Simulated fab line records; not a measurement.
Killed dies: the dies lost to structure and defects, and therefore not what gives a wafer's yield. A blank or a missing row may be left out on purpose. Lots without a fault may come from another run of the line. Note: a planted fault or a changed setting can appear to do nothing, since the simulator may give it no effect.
Which tool is to blame?	flow n5-finfet	Sampling: 13 lots, 36 wafers, 2 of 1938 route steps

== WHAT EACH GAUGE READ, for each wafer ==
N5_BEOL_M10_INSPECT_30: inspects for defects (brightfield).
lot	measured	on	raw-defect-count
L708	day 9 21:37	defect-inspect-01	341 398 262
L710	day 10 15:45	defect-inspect-01	403 515 564
L711	day 10 17:07	defect-inspect-01	461 510 496
L712	day 11 00:50	defect-inspect-01	409 317 453
L715	day 11 17:25	defect-inspect-02	403 358 643
L713	day 11 18:47	defect-inspect-01	281 355
L716	day 12 03:49	defect-inspect-01	377 384 375
L717	day 12 16:51	defect-inspect-01	294 280 340
L722	day 13 16:41	defect-inspect-02	413 474
L727	day 15 02:35	defect-inspect-02	333 411
L726	day 15 02:46	defect-inspect-01	315 313 385
L729	day 15 10:19	defect-inspect-02	387 300 292
L730	day 15 13:06	defect-inspect-02	531 420 487

N5_BEOL_M10_CD_MEAS_35: target cd 70 nm.
lot	measured	on	cd-nm (nm)
L708	day 9 22:17	cd-sem-01	71.2 70.9 69.5
L710	day 10 16:42	cd-sem-03	69.9 69.5 70.1
L711	day 10 17:49	cd-sem-01	70.2 69.5 69.9
L712	day 11 01:31	cd-sem-01	69.7 68.9 70.0
L715	day 11 18:11	cd-sem-02	69.5 69.7 69.9
L713	day 11 19:28	cd-sem-02	70.3 71.4
L716	day 12 04:29	cd-sem-02	70.2 70.1 69.3
L717	day 12 17:32	cd-sem-03	71.8 71.5 71.9
L722	day 13 17:22	cd-sem-02	69.6 71.1
L727	day 15 03:16	cd-sem-02	69.8 69.8
L726	day 15 03:26	cd-sem-03	69.2 69.6 68.7
L729	day 15 11:01	cd-sem-03	71.1 70.7 70.6
L730	day 15 14:02	cd-sem-02	71.2 71.3 70.5

== WHAT TOOL EACH LOT RAN ON (gives the tool, then ch and the chambers of the sampled wafers, and finally the start) ==
Before these readings, the record contains no process step.

== WHAT THE TOOLS THEMSELVES READ (means of the sampled wafers that have a number; where no wafer has one, the mark that the record gives instead) ==
The record holds no such reading with a usual standard deviation.

== THE ANSWER, worked out from the rows above alone ==
Rule: what is usual is taken from the lots themselves. The widest of any qualifying gaps counts: lots, ordered by their means at a reading, are off when they make up no more than a third of the lots, leave a main group of 4 or more, and stand apart from it by 3 or more times the standard deviation of that group's means. A main group is skipped when, at the precision printed for the reading in the tables above, its means are all equal. A lot without any number at a reading at which 4 lots or more have one is off too. Any other lot the step has rows for is counted as sound. The gauges are gone through in route order, then the tools' own readings, and for those a lot's mean is taken as printed above. At the first step where some lot is off, the reading lying furthest off is the one used; lots without a number count as furthest.
Nothing can be told from this: no lot is off at any reading shown.

== WHAT THE SIMULATOR HAD INSERTED ==
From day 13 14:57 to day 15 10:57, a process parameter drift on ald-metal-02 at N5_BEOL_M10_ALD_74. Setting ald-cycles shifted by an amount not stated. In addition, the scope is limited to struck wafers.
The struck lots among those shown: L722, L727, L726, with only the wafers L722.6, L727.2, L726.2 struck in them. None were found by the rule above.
